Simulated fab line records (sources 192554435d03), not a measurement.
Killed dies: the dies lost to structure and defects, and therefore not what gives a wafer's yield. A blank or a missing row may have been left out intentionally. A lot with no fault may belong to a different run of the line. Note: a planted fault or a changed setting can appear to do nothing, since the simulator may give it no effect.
Chamber matching :: flow n5Finfet :: N5_MOL_CONTACT_COAG_ALD_131 on aldSin-04 has 4 sister chambers
The step deposits SiO2, target thk 5 nm, pulse time 1 s, co reactant pulse time 1 s. 16 wafers are shown with their chamber, then 8 later ones without.

WAFERS, EACH WITH ITS CHAMBER
wafer: L074.2
chamber: 0
heaterPowerW (W): 82
precursorPulseHeightRel: 1.018

wafer: L074.3
chamber: 3
heaterPowerW (W): 69
precursorPulseHeightRel: 1.018

wafer: L074.4
chamber: 1
heaterPowerW (W): 64
precursorPulseHeightRel: 0.976

wafer: L080.1
chamber: 1
heaterPowerW (W): 65
precursorPulseHeightRel: 0.987

wafer: L080.4
chamber: 3
heaterPowerW (W): 71
precursorPulseHeightRel: 1.004

wafer: L080.5
chamber: 2
heaterPowerW (W): 82
precursorPulseHeightRel: 1.028

wafer: L081.2
chamber: 0
heaterPowerW (W): 81
precursorPulseHeightRel: 0.977

wafer: L081.4
chamber: 3
heaterPowerW (W): 71
precursorPulseHeightRel: 1.026

wafer: L081.6
chamber: 1
heaterPowerW (W): 66
precursorPulseHeightRel: 0.992

wafer: L082.1
chamber: 0
heaterPowerW (W): 81
precursorPulseHeightRel: 0.988

wafer: L082.2
chamber: 3
heaterPowerW (W): 71
precursorPulseHeightRel: 1.007

wafer: L082.4
chamber: 2
heaterPowerW (W): 84
precursorPulseHeightRel: 1.010

wafer: L091.1
chamber: 2
heaterPowerW (W): 84
precursorPulseHeightRel: 0.976

wafer: L091.3
chamber: 1
heaterPowerW (W): 63
precursorPulseHeightRel: 0.988

wafer: L091.4
chamber: 0
heaterPowerW (W): 84
precursorPulseHeightRel: 1.028

wafer: L089.1
chamber: 0
heaterPowerW (W): 82
precursorPulseHeightRel: 1.009

SIGNATURES (averages over the wafers above)
reading: heaterPowerW
chamber 0: 82.00
chamber 1: 64.50
chamber 2: 83.33
chamber 3: 70.50
scatter within a chamber: 1.18

reading: precursorPulseHeightRel
chamber 0: 1.00400
chamber 1: 0.98575
chamber 2: 1.00467
chamber 3: 1.01375
scatter within a chamber: 0.0174
Rule: distance of a wafer from a chamber = root of the sum over the readings of ((wafer's reading minus chamber's mean) / reading's scatter) squared. The wafer belongs to the nearest chamber; if the next one is less than 2 further off, it can't be placed. The scatter: take each reading less its chamber's mean, square it, sum over the shown wafers, divide by the number of wafers less the number of chambers, and take the root.

WAFERS WITHOUT THEIR CHAMBER
wafer: L089.4
heaterPowerW (W): 69
precursorPulseHeightRel: 1.024

wafer: L089.6
heaterPowerW (W): 84
precursorPulseHeightRel: 0.978

wafer: L092.2
heaterPowerW (W): 83
precursorPulseHeightRel: 1.007

wafer: L092.4
heaterPowerW (W): 65
precursorPulseHeightRel: 1.025

wafer: L092.6
heaterPowerW (W): 69
precursorPulseHeightRel: 1.010

wafer: L095.1
heaterPowerW (W): 85
precursorPulseHeightRel: 0.998

wafer: L095.2
heaterPowerW (W): 72
precursorPulseHeightRel: 0.976

wafer: L095.4
heaterPowerW (W): 81
precursorPulseHeightRel: 0.990

THE CHAMBER EACH PASSED THROUGH
wafer: L089.4
from the rows above: 3
in truth: 3

wafer: L089.6
from the rows above: can't be placed: 2 or 0
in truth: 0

wafer: L092.2
from the rows above: can't be placed: 2 or 0
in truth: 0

wafer: L092.4
from the rows above: 1
in truth: 1

wafer: L092.6
from the rows above: 3
in truth: 3

wafer: L095.1
from the rows above: can't be placed: 2 or 0
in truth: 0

wafer: L095.2
from the rows above: 3
in truth: 3

wafer: L095.4
from the rows above: can't be placed: 0 or 2
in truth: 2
Correctly placed: 4 of 8. Unplaceable from these rows: 4, with the true chamber sitting among the candidates in 4. Number placed wrongly: 0.
